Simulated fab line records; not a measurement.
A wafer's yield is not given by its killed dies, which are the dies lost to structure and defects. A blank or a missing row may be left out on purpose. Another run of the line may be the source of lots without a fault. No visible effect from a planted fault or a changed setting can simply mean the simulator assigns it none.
fab line records    flow n5_finfet
record: lots: 4  wafers: 12  last_day: 18
route steps=1938 shown PMOS_HMC_CHANNEL_EPI@62 FIN_SAQP@90 BEOL_M4@1111 PASSIVATION@1936
lots that met no fault: from a run of the same line without faults
start_h: hours from the record's opening day to when the first of the lot's shown wafers began    wait_h: time in hours since the lot's previous step    " the same as in the row above    L1.1+2: several wafers, shown together as one row    - no value, or no start was given    * or withheld: withheld    < > ~ a bound
route shown NAME@n: NAME is a module with steps in the file, n the number in the route of the first one    usual: mean and standard deviation over wafers with no fault    same: alike in all rows    chamber/n: place in a boat    sites: readings site by site    _std_site: standard deviation of those values    _edge_site: mean of outer sites minus mean of inner sites    radius_mm: for every site, how far away it sits from the centre of the wafer    mask NAME#n: copy n    behind: the tool/chamber that last shaped the wafer    hold: the reason the lot was held/the length of the hold in hours/how it ended    device: which transistor (n, p or np) failed to switch    end of line: the route-end tests of the same wafers    step lacking rows: just its recipe    killed: dies lost to structure and defects at the first sort, not the wafer's yield    map: shows each die of a wafer: x if killed, . if not, _ if none is there
set.NAME: setting as actually run; set.NAME@STEP: the setting as run at that earlier step    model.NAME: the simulator's own value behind a step, which no gauge read
lots at selected steps of the route; one table per step, one row per wafer
services: from which hour (start_h, from the record's first day; less than 0 if before it) a tool's chamber was out of use, for how many hours, and why
== steps ==
step: N5_PMOS_HMC_CHANNEL_EPI_EXPOSE_06
recipe: mask_id: PMOS_HMC_BLK  na: 1.35  source_shape: conventional  sigma_outer: 0.8  polarization: unpolarized  target_cd_nm: 240  dose_mj: 41
step: N5_PMOS_HMC_CHANNEL_EPI_PEB_07
recipe: peb_temp_c: 110  peb_time_s: 60  resist: CAR-ArF-block
step: N5_PMOS_HMC_CHANNEL_EPI_DEVELOP_08
recipe: develop_time_s: 30  developer: TMAH  resist: CAR-ArF-block  dev_temp_c: 23  rinse_liquid: diw  dry: air_spin
step: N5_PMOS_HMC_CHANNEL_EPI_DESCUM_14
recipe: chemistry: O2  time_s: 7.9  source_power_w: 50  bias_power_w: 20  pressure_mtorr: 20  rf_frequency_hz: 2.712e+07  temp_c: 40  resist: CAR-ArF-block  o2_flow_sccm: 225
step: N5_PMOS_HMC_CHANNEL_EPI_ETCH_32
recipe: chemistry: N2/H2  target: BARC  stop_on: SiO2  target_depth_a: 858  over_etch_frac: 0.3  time_s: 50.3  ion_energy_ev: 200  mask_material: CAR-ArF-block  pressure_mtorr: 30  source_w: 840  bias_w: 150  n2_flow_sccm: 200  h2_flow_sccm: 200
step: N5_PMOS_HMC_CHANNEL_EPI_HM_OPEN_15
recipe: chemistry: CHF3/O2  target: SiO2  mask_material: CAR-ArF-block  target_depth_a: 406  CHF3_flow_sccm: 50  O2_flow_sccm: 5  Ar_flow_sccm: 200  time_s: 20.3  pressure_mtorr: 30  source_w: 650  bias_w: 170  ion_energy_ev: 200
step: N5_PMOS_HMC_CHANNEL_EPI_STRIP_33
recipe: chemistry: N2/H2  power_w: 500  temp_c: 40  pressure_mtorr: 50  rf_frequency_hz: 6e+07  overash_fraction: 0.3  bias_power_w: 8  h2_frac: 0.5  n2_flow_sccm: 300  h2_flow_sccm: 300
step: N5_PMOS_HMC_CHANNEL_EPI_STRIP_17
recipe: chemistry: SPM  time_s: 750  temp_c: 130  h2so4_h2o2_vol_ratio: 4  dry: ipa_marangoni
step: N5_PMOS_HMC_CHANNEL_EPI_ETCH_38
recipe: chemistry: CF4  target: SiO2  target_depth_a: 15  ion_energy_ev: 350  pressure_mtorr: 10  icp_w: 800  bias_w: 400  cf4_flow_sccm: 80
step: N5_PMOS_HMC_CHANNEL_EPI_FIN_RECESS_16
recipe: chemistry: HBr/Cl2  target: Si  mask_material: SiO2  target_depth_a: 540  time_s: 18  pressure_mtorr: 10  icp_w: 800  bias_w: 75  HBr_flow_sccm: 150  Cl2_flow_sccm: 80
usual: HBr_flow_sccm: 150.0/0.37  chamber_pressure_mTorr: 9.999/0.0092  drypump_motor_current_A: 5.6/0.45  oes_product_au: 1.005/0.012  throttle_valve_pct: 35.49/0.3
lot.wafer  tool       chamber  start_h  wait_h  HBr_flow_sccm  chamber_pressure_mTorr  drypump_motor_current_A  oes_product_au  rf_hours_counter_h  throttle_valve_pct  model.PMOS_HMC_CHANNEL_EPI.feature_depth_nm  model.etch.depth_nm  model.SiO2_of_PMOS_HMC_CHANNEL_EPI_HM_DEP_34.thk_nm
L519.2     rie_si-02  2        30.25    0.0     149.8          9.992                   6.3                      1.031           176                 34.88               55.56                                        55.56                29.64
L519.4     "          1        "        "       150.0          9.979                   5.5                      1.012           5                   35.34               54.59                                        54.59                30.56
L519.5     "          1        "        "       150.4          9.988                   5.5                      1.011           -                   35.32               54.44                                        54.44                30.12
L532.1     rie_si-02  0        109.62   0.0     150.3          9.983                   5.1                      1.197           186                 35.08               71.78                                        71.78                28.52
L532.5     "          3        "        "       149.9          10.013                  6.1                      1.008           -                   35.48               54.62                                        54.62                30.64
L532.6     "          2        "        "       149.5          9.985                   6.3                      1.028           -                   34.86               55.4                                         55.4                 30.83
L535.1     rie_si-02  2        127.45   0.0     150.2          10.010                  6.3                      1.225           178                 34.57               73.19                                        73.19                28.59
L535.2     "          3        "        "       149.6          10.003                  6.0                      1.201           60                  35.20               72.37                                        72.37                29.28
L535.5     "          1        "        "       150.2          9.981                   5.5                      1.019           -                   35.32               54.89                                        54.89                29.99
L537.3     rie_si-05  1        138.37   0.0     150.4          10.001                  5.9                      1.010           82                  35.57               54.81                                        54.81                30.07
L537.4     "          0        "        "       150.3          10.009                  4.9                      0.988           34                  35.50               54.93                                        54.93                30.08
L537.6     "          0        "        "       149.4          10.011                  4.9                      1.002           -                   35.50               55.11                                        55.11                30.68
step: N5_PMOS_HMC_CHANNEL_EPI_PRECLEAN_36
recipe: chemistry: O3/DIW  time_s: 45  temp_c: 22  o3_ppm: 10
step: N5_PMOS_HMC_CHANNEL_EPI_PRECLEAN_18
recipe: chemistry: DHF  time_s: 30  temp_c: 25  dilution: withheld
lot.wafer  tool          chamber  start_h  wait_h  model.SiO2_of_PMOS_HMC_CHANNEL_EPI_HM_DEP_34.thk_nm
L519.2     wet_bench-03  5        30.36    0.0     23.97
L519.4     "             0        "        "       24.88
L519.5     "             6        "        "       24.43
L532.1     wet_bench-04  3        109.74   0.0     22.97
L532.5     "             5        "        "       25.08
L532.6     "             0        "        "       25.26
L535.1     wet_bench-05  1        127.56   0.0     23.06
L535.2     "             5        "        "       23.77
L535.5     "             2        "        "       24.45
L537.3+4   wet_bench-04  4,6      138.49   0.0     24.58
L537.6     "             3        "        "       25.19
step: N5_PMOS_HMC_CHANNEL_EPI_SRD_19
recipe: dry: ipa_marangoni  do_ppb: 5  time_s: 30  temp_c: 23  rinse_liquid: diw
step: N5_PMOS_HMC_CHANNEL_EPI_EPI_20
recipe: material: SiGe30  mask_material: SiO2  pressure_torr: 20  target_thk_a: 590  temp_c: 600
step: N5_PMOS_HMC_CHANNEL_EPI_HM_STRIP_35
recipe: chemistry: dHF  temp_c: 25  material: SiO2  target: SiO2  target_depth_a: 396  time_s: 216
step: N5_PMOS_HMC_CHANNEL_EPI_SRD_39
recipe: dry: ipa_marangoni  time_s: 30  temp_c: 23  rinse_liquid: diw
step: N5_PMOS_HMC_CHANNEL_EPI_CMP_21
recipe: material: SiGe30  post_cmp_clean: alkaline_brush  target_thk_nm: 54
step: N5_PMOS_HMC_CHANNEL_EPI_THK_MEAS_22
recipe: reads: SiGe30_of_PMOS_HMC_CHANNEL_EPI_EPI_20
usual: HMC_CMP_THK: 54.0/1.1
lot.wafer  tool           chamber  start_h  wait_h  HMC_CMP_THK[nm]
L519.2     film_metro-02  -        32.06    -       55.4
L519.4     "              -        "        "       54.7
L519.5     "              -        "        "       54.6
L532.1     film_metro-01  -        111.43   -       59.2
L532.5     "              -        "        "       54.5
L532.6     "              -        "        "       55.4
L535.1     film_metro-02  -        129.25   -       59.5
L535.2     "              -        "        "       59.5
L535.5     "              -        "        "       54.9
L537.3     film_metro-01  -        140.18   -       54.7
L537.4     "              -        "        "       54.9
L537.6     "              -        "        "       55.1
step: N5_PMOS_HMC_CHANNEL_EPI_PRECLEAN_40
recipe: chemistry: DHF  time_s: 30  temp_c: 25  dilution: withheld
step: N5_PMOS_HMC_CHANNEL_EPI_PRECLEAN_37
recipe: chemistry: O3/DIW  time_s: 45  temp_c: 22  o3_ppm: 10
step: N5_PMOS_HMC_CHANNEL_EPI_PRECLEAN_24
recipe: chemistry: DHF  time_s: 30  temp_c: 25  dilution: withheld
step: N5_PMOS_HMC_CHANNEL_EPI_SRD_25
recipe: dry: ipa_marangoni  do_ppb: 5  time_s: 30  temp_c: 23  rinse_liquid: diw
step: N5_PMOS_HMC_CHANNEL_EPI_EPI_26
recipe: material: Si  target_thk_a: 38  temp_c: 650  precursor: SiH4/H2  pressure_torr: 20  time_s: 22.7
step: N5_FIN_SAQP_PRECLEAN_42
recipe: chemistry: O3/DIW  time_s: 60  temp_c: 22  o3_ppm: 10
step: N5_FIN_SAQP_PRECLEAN_00
recipe: chemistry: SC1  time_s: 60  temp_c: 55  mix: 1:2:50
step: N5_FIN_SAQP_PRECLEAN_44
recipe: chemistry: SC2  time_s: 45  temp_c: 35  mix: 1:1:50
step: N5_FIN_SAQP_SRD_01
recipe: dry: ipa_marangoni  time_s: 30  temp_c: 23  rinse_liquid: diw
step: N5_FIN_SAQP_ALD_61
recipe: material: SiO2  target_thk_a: 40  temp_c: 300  ald_precursor_family: BDEAS  ald_co_reactant: O2-plasma  pulse_time_s: 1  purge_time_s: 2  co_reactant_purge_time_s: 2  ald_cycles: 43  pressure_torr: 2
step: N5_FIN_SAQP_DENSIFY_62
recipe: temp_c: 700  time_s: 60  ambient: N2  idle_temp_c: 600  ramp_up_c_per_s: 150  ramp_down_c_per_s: 60  cool_to_c: 600
step: N5_FIN_SAQP_HM_DEP_03
recipe: material: SiNx  target_thk_a: 380  temp_c: 400  precursor: SiH4/NH3/N2  pressure_torr: 1.5  rf_w: 300  time_s: 33.6
step: N5_FIN_SAQP_PECVD_47
recipe: material: a-Si  target_thk_a: 450  temp_c: 400  precursor: SiH4/He  pressure_torr: 3  rf_w: 100  time_s: 36.3
step: N5_FIN_SAQP_PECVD_48
recipe: material: SiNx  target_thk_a: 250  temp_c: 400  precursor: SiH4/NH3/N2  pressure_torr: 1.5  rf_w: 300  time_s: 22.1
step: N5_FIN_SAQP_PECVD_06
recipe: material: a-Si  target_thk_a: 600  temp_c: 400  precursor: SiH4/He  pressure_torr: 3  rf_w: 100  time_s: 48.1
step: N5_FIN_SAQP_HM_DEP_72
recipe: material: SiO2  target_thk_a: 120  temp_c: 400  precursor: SiH4/N2O  pressure_torr: 0.75  rf_w: 275  time_s: 7.2
step: N5_FIN_SAQP_COAT_49
recipe: resist: SOC  temp_c: 250  time_s: 60  spin_rpm: 1500  resist_thk_nm: 100
step: N5_BEOL_M4_RC_MEAS_101
usual: CJ_P: 5.81/0.24  DIBL_N: 37.1/1.8  DIBL_P: 37.2/2.1  EOT_P: 10.47/0.08  IGATE_P: 0.0039/0.00046  IOFF_N: 0.17/0.033  IOFF_P: 0.22/0.037  IOFF_P_85C: 3.7/0.53  IOFF_P_LIN: 0.100/0.014  IOFF_P_LONG: 0.000102/1e-05  ION_N: 680/11  ION_P: 464/7.7  RC_DENSE_P: 23.7/0.53  RC_P: 19.3/0.43  REXT_P: 100.9/2.7  RS_NWELL: 1037/5.4  RS_SD_P: 65.7/1.1  SS_N: 71.7/0.63  SS_P: 73.6/0.67  VT_N: 248.9/2.9  VT_P: -251/3.6  VT_P_LONG: -277/3.5  VT_P_LVT: -99/3.1
lot.wafer  tool       chamber  start_h  wait_h  CJ_P  DIBL_N[mV/V]  DIBL_P[mV/V]  EOT_P  IGATE_P[nA/um]  IOFF_N[nA/um]  IOFF_P[nA/um]  IOFF_P_85C[nA/um]  IOFF_P_LIN[nA/um]  IOFF_P_LONG[nA/um]  ION_N[uA/um]  ION_P[uA/um]  RC_DENSE_P[ohm.um]  RC_P[ohm.um]  REXT_P[ohm.um]  RS_NWELL[ohm/sq]  RS_SD_P[ohm/sq]  SS_N[mV/dec]  SS_P[mV/dec]  VT_N[mV]  VT_P[mV]  VT_P_LONG[mV]  VT_P_LVT[mV]
L519.2     prober-01  0        187.80   0.2     5.56  33.6          33.5          10.53  0.0042          0.12           0.16           2.9                0.082              0.000103            656           455           24.8                20.3          105.6           1037              66.4             71.5          71.4          253.8     -255      -274           -100
L519.4     "          0        "        "       5.81  35.6          36.5          10.36  0.0042          0.15           0.20           3.6                0.099              0.00011             670           464           24.5                20.0          104.4           1042              67.6             71.3          73.7          251.5     -251      -276           -98
L519.5     "          0        "        "       5.75  39.0          40.9          10.43  0.0043          0.24           0.28           4.6                0.123              0.000107            696           475           24.9                20.4          105.0           1038              65.9             71.8          74.5          244.6     -247      -275           -92
L532.1     prober-02  0        281.74   0.0     -     35.9          -             -      -               0.15           -              -                  -                  -                   676           -             -                   -             -               1065              -                71.1          -             247.3     -         -              -
L532.5     "          0        "        "       5.53  34.2          34.2          10.40  0.0041          0.12           0.15           2.9                0.080              9.4e-05             661           451           23.3                19.1          101.5           1028              66.2             71.8          72.7          253.1     -257      -280           -102
L532.6     "          0        "        "       5.33  37.5          38.5          10.49  0.0035          0.19           0.21           3.7                0.099              9.2e-05             684           455           24.4                19.7          101.7           1038              66.1             71.6          73.7          245.6     -252      -282           -98
L535.1     prober-01  0        286.63   0.3     -     35.1          -             -      -               0.14           -              -                  -                  -                   674           -             -                   -             -               1070              -                70.9          -             250.6     -         -              -
L535.2     "          0        "        "       -     37.7          -             -      -               0.19           -              -                  -                  -                   686           -             -                   -             -               1062              -                71.8          -             246.5     -         -              -
L535.5     "          0        "        "       5.63  35.5          37.1          10.37  0.0040          0.15           0.21           3.6                0.098              0.000102            673           466           23.4                19.0          99.9            1045              64.0             71.5          73.5          249.9     -249      -274           -98
L537.3     prober-02  0        314.13   0.3     5.82  39.4          38.1          10.47  0.0038          0.22           0.26           4.3                0.112              9.8e-05             678           463           23.2                18.9          98.3            1035              66.7             74.0          73.9          247.7     -247      -277           -97
L537.4     "          0        "        "       5.82  38.0          37.7          10.44  0.0043          0.18           0.25           4.2                0.107              9.8e-05             673           465           23.2                18.9          99.5            1042              67.9             71.8          73.8          247.5     -249      -276           -98
L537.6     "          0        "        "       5.69  36.4          34.0          10.38  0.0043          0.15           0.19           3.3                0.089              9.6e-05             665           461           23.3                19.0          99.2            1035              66.6             72.2          73.7          253.1     -253      -278           -102
step: N5_PASSIVATION_PROBE_49
usual: defect_limited_yield: 91.7/1.5  killed_at_M0_to_M3: 32/10  killed_at_M4_up: 14/5.3  killed_at_contacts: 13/5.7  killed_at_front_end: 37/10  killed_at_other: 3.3/2.5  killed_dies: 98/18  killed_open: 65/13  killed_short: 31/7.5  sort_bin_4_leakage: 0.00/0.0099  sort_bin_5_function: 4.9/0.91  sort_bin_6_memory: 3.1/0.71  sort_n_pass: 1082/18  sort_yield_pct: 91.7/1.5
same: gross_dies: 1180  killed_at_back_side: 0  sort_bin_8_speed[%]: 0
lot.wafer  tool       chamber  start_h  wait_h  defect_limited_yield[%]  killed_at_M0_to_M3  killed_at_M4_up  killed_at_contacts  killed_at_front_end  killed_at_other  killed_dies  killed_open  killed_short  sort_bin_4_leakage[%]  sort_bin_5_function[%]  sort_bin_6_memory[%]  sort_n_pass  sort_yield_pct[%]
L519.2     prober-02  -        289.17   0.1     90.2                     40                  17               17                  39                   3                116          79           37            0                      5.8                     3.7                   1064         90.2
L519.4     prober-02  -        289.27   0.2     87.6                     54                  15               13                  60                   4                146          97           45            0                      6.5                     5.1                   1034         87.6
L519.5     prober-02  -        289.32   0.2     89.3                     47                  20               12                  43                   4                126          76           49            0                      6.7                     3.5                   1054         89.3
L532.1     prober-01  -        386.55   0.0     91.7                     34                  14               7                   40                   3                98           61           34            91.69                  5.1                     3.1                   0            0
L532.5     prober-01  -        386.75   0.2     92.5                     29                  10               4                   42                   3                88           52           31            0                      4.2                     2.7                   1092         92.5
L532.6     prober-01  -        386.80   0.3     92.0                     28                  12               9                   41                   4                94           53           36            0                      4.6                     3.0                   1086         92.0
L535.1     prober-02  -        398.97   0.0     92.9                     34                  9                15                  21                   5                84           56           28            92.88                  3.6                     3.3                   0            0
L535.2     prober-02  -        399.02   0.1     93.6                     30                  6                13                  24                   2                75           52           23            93.64                  4.1                     1.9                   0            0
L535.5     prober-02  -        399.17   0.2     93.4                     29                  10               9                   28                   2                78           47           30            0                      4.2                     2.1                   1102         93.4
killed by level:class
L519.2 BEOL_M2:geometric_particle:open=16 MOL_CONTACT_COAG:geometric_particle:open=15 BEOL_M3:geometric_particle:open=9 FIN_SAQP:geometric_particle:short=8 STI_FIN_REVEAL:geometric_particle:open=6 GATE_CUT:geometric_particle:open=5 GATE_CUT:geometric_particle:short=5 BEOL_M4:geometric_particle:short=5
L519.4 STI_FIN_REVEAL:geometric_particle:open=21 DUMMY_GATE:geometric_particle:open=15 BEOL_M0_SAQP:geometric_particle:short=14 BEOL_M0_SAQP:geometric_particle:open=12 MOL_CONTACT_COAG:geometric_particle:open=11 FIN_SAQP:geometric_particle:open=7 BEOL_M0:geometric_particle:open=6 BEOL_M3:geometric_particle:open=6
L519.5 BEOL_M0_SAQP:geometric_particle:short=16 MOL_CONTACT_COAG:geometric_particle:open=11 FIN_SAQP:geometric_particle:open=9 BEOL_M2:geometric_particle:open=9 STI_FIN_REVEAL:geometric_particle:open=8 BEOL_M0_SAQP:geometric_particle:open=7 DUMMY_GATE:geometric_particle:open=6 BEOL_M3:geometric_particle:short=6
L532.1 FIN_SAQP:geometric_particle:short=11 DUMMY_GATE:geometric_particle:open=9 FIN_SAQP:geometric_particle:open=7 MOL_CONTACT_COAG:geometric_particle:open=5 BEOL_M0_SAQP:geometric_particle:open=5 BEOL_M1:geometric_particle:open=5 BEOL_M2:geometric_particle:open=5 STI_FIN_REVEAL:geometric_particle:open=4
L532.5 FIN_SAQP:geometric_particle:short=13 FIN_SAQP:geometric_particle:open=10 BEOL_M0_SAQP:geometric_particle:open=9 BEOL_M2:geometric_particle:open=9 DUMMY_GATE:geometric_particle:open=5 BEOL_M0_SAQP:geometric_particle:short=5 MOL_CONTACT_COAG:geometric_particle:open=3 BEOL_M3:geometric_particle:open=3
L532.6 FIN_SAQP:geometric_particle:open=13 FIN_SAQP:geometric_particle:short=8 BEOL_M0_SAQP:geometric_particle:open=8 BEOL_M0_SAQP:geometric_particle:short=7 MOL_CONTACT_COAG:geometric_particle:open=6 STARTING-WAFER:geometric_particle:short=4 DUMMY_GATE:geometric_particle:open=3 MOL_CONTACT_COAG:geometric_particle:short=3
L535.1 MOL_CONTACT_COAG:geometric_particle:open=12 BEOL_M0_SAQP:geometric_particle:open=10 STI_FIN_REVEAL:geometric_particle:open=9 BEOL_M0_SAQP:geometric_particle:short=9 BEOL_M2:geometric_particle:open=8 MOL_CONTACT_COAG:geometric_particle:short=3 BEOL_M1:geometric_particle:open=3 BEOL_M1:geometric_particle:short=3
L535.2 MOL_CONTACT_COAG:geometric_particle:open=11 BEOL_M2:geometric_particle:open=9 BEOL_M0_SAQP:geometric_particle:short=8 STI_FIN_REVEAL:geometric_particle:open=6 FIN_CUT:geometric_particle:open=4 BEOL_M0_SAQP:geometric_particle:open=4 STI_FIN_REVEAL:geometric_particle:short=3 GATE_CUT:geometric_particle:open=3
L535.5 MOL_CONTACT_COAG:geometric_particle:open=7 STARTING-WAFER:geometric_particle:short=7 BEOL_M0_SAQP:geometric_particle:short=6 BEOL_M0_SAQP:geometric_particle:open=5 DUMMY_GATE:geometric_particle:open=5 BEOL_M2:geometric_particle:open=5 STI_FIN_REVEAL:geometric_particle:open=4 BEOL_M3:geometric_particle:open=4
map L532.1 (x killed, . not)
_________________............________________
______________...........x..x..._____________
___________...x.................x..__________
__________......x......x....x......._________
________.............................x_______
_______...x..x.........................______
______.................................._____
_____...........x...x...........x..x.....____
____..x..................x......x.........___
___x....................x..................__
___.x......................................__
__..x...xxx....xx...x.............x.......x._
__x.........x.......x......................._
_........x...............xx.........x........
_..x.............................x.x......x..
_..........x....x.....x.....x....x...........
_..x...............x.....x......x............
_...x.............x..x........x....x...x.....
_.........x..x...............x...x...........
_.x.....................x..........x.x...xx..
_.........xx....x........................x...
__..............x..................x........_
__...x...x.......x...............x.........._
___.......................x..x........x...x__
___..x...x.................................__
____......................................___
_____..x.......x...........x......x......____
______.................................._____
_______........x........x..............______
________...x............x........x...._______
__________.....x......x............._________
___________............xx..........__________
______________.................._____________
_________________...x...x.x.x________________
map L535.1 (x killed, . not)
_________________............________________
______________x................._____________
___________......................x.__________
__________.........x................_________
________.........x......x...x...x....._______
_______.........................x..x...______
______...x.....xx......x................_____
_____........x...............x....x......____
____x.....................................___
___...............x......................x.__
___............................x...........__
__..............x..........................._
__...................x...........x.........._
_...................x..x..x..................
_...........xx......x..x..x..................
_....x....x.x............................x.x.
_............................................
_...x........x...x...x...................x...
_............x..x...x.xx.......x.............
_................................x.....x.x...
_...........x.................x.........x....
__.................x......x......x......x..._
__...............x.................x.......x_
___..............x................x........__
___.....x........x.......................x.__
____....x..................x.x............___
_____....................x..........x....____
______.............x..x..x.............._____
_______....x.......x............x......______
________.....x.........x..x..x........_______
__________..x...............x.....x._________
___________......................x.__________
______________.................._____________
_________________............________________
== services ==
tool          chamber  start_h  hours  kind
rie_si-02     2        73.06    6.0    repair
wet_bench-03  -        79.55    2.1    repair
wet_bench-04  -        91.76    2.0    repair
rie_si-02     -        116.96   0.6    repair
== key ==
first_sign: step: N5_PMOS_HMC_CHANNEL_EPI_FIN_RECESS_16  reading: oes_product_au  direction: up  sigmas: 16  usual: 1.005  struck: 1.208
effect: step: N5_PMOS_HMC_CHANNEL_EPI_THK_MEAS_22  reading: HMC_CMP_THK  direction: up  sigmas: 5  usual: 54.0  struck: 59.4
effect: step: N5_BEOL_M4_RC_MEAS_101  reading: RS_NWELL  direction: up  sigmas: 5.4  usual: 1037  struck: 1066
effect: step: N5_BEOL_M4_RC_MEAS_101  reading: CJ_P  direction: missing
effect: step: N5_BEOL_M4_RC_MEAS_101  reading: DIBL_P  direction: missing
effect: step: N5_BEOL_M4_RC_MEAS_101  reading: EOT_P  direction: missing
effect: step: N5_BEOL_M4_RC_MEAS_101  reading: IGATE_P  direction: missing
effect: step: N5_BEOL_M4_RC_MEAS_101  reading: IOFF_P  direction: missing
effect: step: N5_BEOL_M4_RC_MEAS_101  reading: IOFF_P_85C  direction: missing
effect: step: N5_BEOL_M4_RC_MEAS_101  reading: IOFF_P_LIN  direction: missing
effect: step: N5_BEOL_M4_RC_MEAS_101  reading: IOFF_P_LONG  direction: missing
effect: step: N5_BEOL_M4_RC_MEAS_101  reading: ION_P  direction: missing
effect: step: N5_BEOL_M4_RC_MEAS_101  reading: RC_DENSE_P  direction: missing
effect: step: N5_BEOL_M4_RC_MEAS_101  reading: RC_P  direction: missing
effect: step: N5_PASSIVATION_PROBE_49  reading: sort_bin_4_leakage  direction: up  sigmas: 99+  usual: 0.00  struck: 92.74
model_effect: step: N5_PMOS_HMC_CHANNEL_EPI_FIN_RECESS_16  value: PMOS_HMC_CHANNEL_EPI.feature_depth_nm  without: 54.48  struck: 72.45
model_effect: step: N5_PMOS_HMC_CHANNEL_EPI_PRECLEAN_18  value: SiO2_of_PMOS_HMC_CHANNEL_EPI_HM_DEP_34.thk_nm  without: 24.65  struck: 23.27
met_at N5_PMOS_HMC_CHANNEL_EPI_FIN_RECESS_16
struck_wafers L532.1,L535.1,L535.2
onset_between 30.25 109.62
fault: kind: process_parameter_drift  tool: rie_si-02  chamber: -  onset_h: 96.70  steps: N5_PMOS_HMC_CHANNEL_EPI_FIN_RECESS_16  channel: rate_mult  offset: 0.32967  shape: step  end_h: 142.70  scope: struck_wafers_only
